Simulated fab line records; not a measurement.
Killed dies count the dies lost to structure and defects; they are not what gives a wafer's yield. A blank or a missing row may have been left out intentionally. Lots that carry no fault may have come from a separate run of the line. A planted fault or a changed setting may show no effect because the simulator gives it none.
fab line records | flow n5_finfet | part 2 of 2: steps 19 to 25 of 25
record: lots: 5 wafers: 15 last_day: 17
route steps=1938 shown BEOL_M6@1213
lots that met no fault: taken from a fault-free run of the same line
start_h: hours from the record's opening day to when the first of the lot's shown wafers began | wait_h: hours elapsed since this lot's preceding step | " unchanged from the row above | L1.1+2: a row that stands for several wafers | - no value present, or no start provided | * or withheld: withheld | < > ~ a bound
route shown NAME@n: NAME is a module with steps in the file, n the number in the route of the first one | usual: mean and standard deviation over wafers with no fault | same: alike in all rows | chamber/n: place in a boat | sites: each site's reading | _std_site: how widely they spread, as a standard deviation | _edge_site: inner sites' mean taken away from outer sites' mean | radius_mm: for every site, how far away it sits from the centre of the wafer | mask NAME#n: copy n | behind: the tool/chamber that last shaped the wafer | hold: why the lot was held/for how many hours/how that ended | device: which transistor (n, p or np) failed to switch | end of line: at the end of the route, the tests of the same wafers | a step with no rows: only its recipe | killed: at the first sort, the dies lost to defects and structure; wafer yield is something else | map: dies across one wafer; x = killed, . = not, _ = none there
set.NAME: the setting as run; set.NAME@STEP: as run at that earlier step | model.NAME: the simulator's own value behind a step, which no gauge read
lots seen at some steps along the route; tables by step, rows by wafer
services: from which hour (start_h, from the record's first day; less than 0 if before it) a tool's chamber was out of use, for how many hours, and why
== steps ==
step: N5_BEOL_M6_ETCH_72
recipe: chemistry: N2/H2 target: underlayer target_depth_a: 65 mask_material: CAR-EUV time_s: 5.2 ion_energy_ev: 200 pressure_mtorr: 30 source_w: 840 bias_w: 150 n2_flow_sccm: 200 h2_flow_sccm: 200 ends: cleared
usual: drypump_motor_current_A: 5.6/0.54 etch_rf_on_time_s: 5.17/0.072 oes_product_au: 0.70/0.065 rf_vpp_V: 524.8/2.4 showerhead_plenum_p_Torr: 2.57/0.081 throttle_valve_pct: 17.79/0.22
columns lot.wafer tool chamber start_h wait_h drypump_motor_current_A etch_rf_on_time_s oes_product_au rf_hours_counter_h rf_vpp_V showerhead_plenum_p_Torr throttle_valve_pct
L078.2 rie_diel-04 3 209.21 0.0 5.4 5.08 0.73 68 527.4 2.69 17.61
L078.4 " 2 " " 5.7 5.06 0.67 119 522.6 2.56 17.93
L078.5 " 3 " " 5.4 5.07 0.72 - 528.7 2.69 17.59
L083.1 rie_diel-04 1 230.34 0.0 6.6 5.17 0.62 192 526.4 2.63 18.25
L083.2 " 2 " " 5.7 5.14 0.67 126 523.6 2.56 17.98
L083.6 " 2 " " 5.7 5.07 0.66 - 524.8 2.56 17.96
L082.2 rie_diel-03 3 238.89 0.0 4.9 5.17 0.61 202 525.5 2.52 17.95
L082.3 " 1 " " 5.7 5.24 0.73 43 524.8 2.59 17.51
L082.6 " 0 " " 6.0 5.19 0.70 - 529.2 2.68 17.87
L090.1 rie_diel-02 2 290.98 0.0 5.5 5.18 0.73 53 520.8 2.47 17.70
L090.2 " 1 " " 4.9 5.18 0.66 125 524.6 2.56 17.72
L090.4 " 3 " " 4.7 5.21 0.60 237 524.1 2.50 17.95
L097.1 rie_diel-04 2 320.61 0.0 5.7 5.17 0.65 148 523.0 2.55 17.98
L097.5 " 0 " " 5.8 5.19 0.74 - 521.4 2.47 17.79
L097.6 " 1 " " 6.6 5.26 0.61 - 525.2 2.62 18.33
step: N5_BEOL_M6_ETCH_65
recipe: chemistry: CF4 target: SiARC target_depth_a: 156 mask_material: CAR-EUV time_s: 26 ion_energy_ev: 80 pressure_mtorr: 40 source_w: 545 bias_w: 36 Ar_flow_sccm: 100 cf4_flow_sccm: 100 ends: cleared
usual: drypump_motor_current_A: 5.6/0.55 etch_rf_on_time_s: 25.8/0.35 mfc_ar_sccm: 100.0/0.31 oes_product_au: 0.70/0.066 rf_vpp_V: 184.3/1.1 showerhead_plenum_p_Torr: 2.17/0.063 throttle_valve_pct: 15.55/0.21
columns lot.wafer tool chamber start_h wait_h drypump_motor_current_A etch_rf_on_time_s mfc_ar_sccm oes_product_au rf_hours_counter_h rf_vpp_V showerhead_plenum_p_Torr throttle_valve_pct
L078.2 rie_diel-04 3 209.23 0.0 5.4 25.5 99.8 0.72 68 186.2 2.26 15.41
L078.4 " 2 " " 5.7 25.3 99.5 0.67 119 184.2 2.15 15.70
L078.5 " 3 " " 5.4 25.3 100.0 0.72 - 184.0 2.26 15.41
L083.1 rie_diel-04 1 230.36 0.0 6.7 26.3 99.4 0.62 192 186.2 2.21 15.95
L083.2 " 2 " " 5.7 25.6 99.9 0.66 126 185.3 2.15 15.72
L083.6 " 2 " " 5.7 25.7 100.3 0.67 - 183.4 2.15 15.73
L082.2 rie_diel-03 3 238.91 0.0 4.9 25.5 99.7 0.63 202 183.3 2.12 15.79
L082.3 " 1 " " 5.7 25.8 99.7 0.75 43 183.6 2.19 15.34
L082.6 " 0 " " 6.0 25.8 99.5 0.71 - 184.4 2.24 15.50
L090.1 rie_diel-02 2 291.00 0.0 5.5 26.0 99.9 0.73 53 184.5 2.09 15.39
L090.2 " 1 " " 4.9 25.9 99.7 0.66 125 184.0 2.15 15.48
L090.4 " 3 " " 4.7 26.1 99.7 0.61 237 182.9 2.11 15.76
L097.1 rie_diel-04 2 320.63 0.0 5.7 25.9 99.6 0.64 148 183.5 2.14 15.75
L097.5 " 0 " " 5.8 26.0 100.2 0.73 - 182.5 2.09 15.52
L097.6 " 1 " " 6.6 26.6 100.2 0.60 - 184.7 2.20 15.99
step: N5_BEOL_M6_ETCH_66
recipe: chemistry: N2/H2 target: SOC target_depth_a: 800 overetch_a: 160 mask_material: SiARC temp_c: 40 time_s: 120 ion_energy_ev: 200 pressure_mtorr: 30 source_w: 840 bias_w: 150 n2_flow_sccm: 200 h2_flow_sccm: 200
usual: drypump_motor_current_A: 5.6/0.55 oes_product_au: 0.63/0.056 rf_vpp_V: 524.7/2.3 showerhead_plenum_p_Torr: 2.57/0.081 throttle_valve_pct: 17.75/0.22
same: time_s: 120
columns lot.wafer tool chamber start_h wait_h drypump_motor_current_A oes_product_au rf_hours_counter_h rf_vpp_V showerhead_plenum_p_Torr throttle_valve_pct
L078.2 rie_diel-04 3 209.26 0.0 5.4 0.63 68 527.4 2.69 17.56
L078.4 " 2 " " 5.7 0.60 119 524.8 2.56 17.89
L078.5 " 3 " " 5.4 0.64 - 527.9 2.69 17.54
L083.1 rie_diel-04 1 230.39 0.0 6.7 0.56 192 526.4 2.63 18.23
L083.2 " 2 " " 5.7 0.60 126 523.3 2.56 17.88
L083.6 " 2 " " 5.7 0.60 - 523.8 2.56 17.91
L082.2 rie_diel-03 3 238.94 0.0 4.9 0.55 202 522.8 2.52 17.91
L082.3 " 1 " " 5.7 0.67 43 526.0 2.59 17.48
L082.6 " 0 " " 6.0 0.64 - 528.6 2.68 17.84
L090.1 rie_diel-02 2 291.03 0.0 5.5 0.65 53 521.8 2.48 17.65
L090.2 " 1 " " 4.9 0.60 126 524.2 2.56 17.67
L090.4 " 3 " " 4.7 0.55 237 523.9 2.51 17.90
L097.1 rie_diel-04 2 320.66 0.0 5.7 0.58 148 524.8 2.55 17.94
L097.5 " 0 " " 5.8 0.66 - 521.8 2.47 17.75
L097.6 " 1 " " 6.6 0.55 - 527.4 2.62 18.29
step: N5_BEOL_M6_STRIP_69
recipe: chemistry: N2/H2 temp_c: 40 n2_flow_sccm: 200 h2_flow_sccm: 200 rf_frequency_hz: 6e+07
columns lot.wafer tool chamber start_h wait_h
L078.2+4+5 rie_diel-04 3,2,3 209.34 0.0
L083.1+2+6 rie_diel-04 1,2,2 230.47 0.0
L082.2+3+6 rie_diel-03 3,1,0 239.02 0.0
L090.1+2+4 rie_diel-02 2,1,3 291.11 0.0
L097.1+5+6 rie_diel-04 2,0,1 320.74 0.0
step: N5_BEOL_M6_STRIP_73
recipe: chemistry: N2/H2 temp_c: 40 n2_flow_sccm: 200 h2_flow_sccm: 200 rf_frequency_hz: 6e+07
columns lot.wafer tool chamber start_h wait_h
L078.2+4+5 rie_diel-04 3,2,3 209.35 0.0
L083.1+2+6 rie_diel-04 1,2,2 230.48 0.0
L082.2+3+6 rie_diel-03 3,1,0 239.03 0.0
L090.1+2+4 rie_diel-02 2,1,3 291.12 0.0
L097.1+5+6 rie_diel-04 2,0,1 320.75 0.0
step: N5_BEOL_M6_VIA_ETCH_34
recipe: chemistry: C4F6/O2 target: SiCOH_lowk target_depth_a: 1263 mask_material: SOC taper_deg: 4 time_s: 50.9 ion_energy_ev: 250 pressure_mtorr: 30 source_w: 345 bias_w: 185 Ar_flow_sccm: 300 C4F6_flow_sccm: 10 O2_flow_sccm: 10
usual: drypump_motor_current_A: 5.6/0.54 mfc_ar_sccm: 300.0/0.96 oes_o_777_au: 0.82/0.076 oes_product_au: 0.82/0.076 rf_vpp_V: 664/5.7 showerhead_plenum_p_Torr: 2.88/0.085 throttle_valve_pct: 20.83/0.19
same: time_s: 50.9
columns lot.wafer tool chamber start_h wait_h drypump_motor_current_A mfc_ar_sccm oes_o_777_au oes_product_au rf_hours_counter_h rf_vpp_V showerhead_plenum_p_Torr throttle_valve_pct
L078.2 rie_diel-04 3 209.36 0.0 5.4 300.1 0.84 0.84 69 668 3.00 20.70
L078.4 " 2 " " 5.7 300.0 0.79 0.79 119 662 2.85 20.95
L078.5 " 3 " " 5.4 301.2 0.85 0.85 - 668 3.00 20.70
L083.1 rie_diel-04 1 230.49 0.0 6.6 299.1 0.72 0.72 192 677 2.94 21.26
L083.2 " 2 " " 5.7 298.3 0.79 0.78 126 663 2.85 20.94
L083.6 " 2 " " 5.7 298.7 0.79 0.77 - 663 2.85 20.97
L082.2 rie_diel-03 3 239.04 0.0 4.9 300.3 0.73 0.72 202 671 2.81 20.95
L082.3 " 1 " " 5.7 300.3 0.87 0.87 43 657 2.91 20.68
L082.6 " 0 " " 6.0 299.7 0.84 0.83 - 663 2.98 20.78
L090.1 rie_diel-02 2 291.13 0.0 5.5 302.5 0.84 0.86 53 663 2.79 20.76
L090.2 " 1 " " 4.9 300.6 0.78 0.78 126 662 2.85 20.71
L090.4 " 3 " " 4.7 299.4 0.71 0.70 237 663 2.81 21.01
L097.1 rie_diel-04 2 320.76 0.0 5.7 300.6 0.77 0.75 148 663 2.84 21.00
L097.5 " 0 " " 5.8 298.2 0.86 0.85 - 658 2.77 20.80
L097.6 " 1 " " 6.6 302.2 0.69 0.69 - 677 2.93 21.27
step: N5_BEOL_M6_STRIP_76
recipe: chemistry: C4F6/O2 resist: SiARC rf_frequency_hz: 6e+07
columns lot.wafer tool chamber start_h wait_h
L078.2+4+5 rie_diel-04 3,2,3 209.40 0.0
L083.1+2+6 rie_diel-04 1,2,2 230.53 0.0
L082.2+3+6 rie_diel-03 3,1,0 239.08 0.0
L090.1+2+4 rie_diel-02 2,1,3 291.17 0.0
L097.1+5+6 rie_diel-04 2,0,1 320.80 0.0
== services ==
columns tool chamber start_h hours kind
rie_diel-04 2 190.24 6.7 repair
euv_scanner-02 - 191.69 0.6 repair
rie_diel-03 3 197.34 29.9 repair
rie_diel-03 2 197.76 2.9 repair
rie_diel-03 0 199.70 6.3 repair
euv_scanner-01 0 203.05 - calibration
euv_scanner-01 - 209.10 1.0 pm
rie_metal-01 - 210.31 14.6 pm
rie_metal-03 0 212.50 9.5 repair
rie_diel-02 - 215.16 4.3 pm
euv_scanner-02 - 215.67 1.0 pm
euv_scanner-01 - 223.18 4.6 pm
rie_metal-01 - 224.91 28.1 pm
rie_diel-02 2 225.53 14.6 repair
litho_track-04 - 249.56 - consumable_replace:filter
rie_metal-03 0 263.45 13.8 repair
euv_scanner-01 - 265.25 1.0 pm
litho_track-05 - 268.12 - consumable_replace:filter
rie_metal-03 - 269.27 1.2 repair
euv_scanner-02 - 271.82 1.0 pm
litho_track-02 - 272.13 - consumable_replace:filter
rie_diel-04 1 288.71 11.0 repair
rie_diel-04 - 298.50 2.8 pm
rie_diel-03 3 301.67 7.3 repair
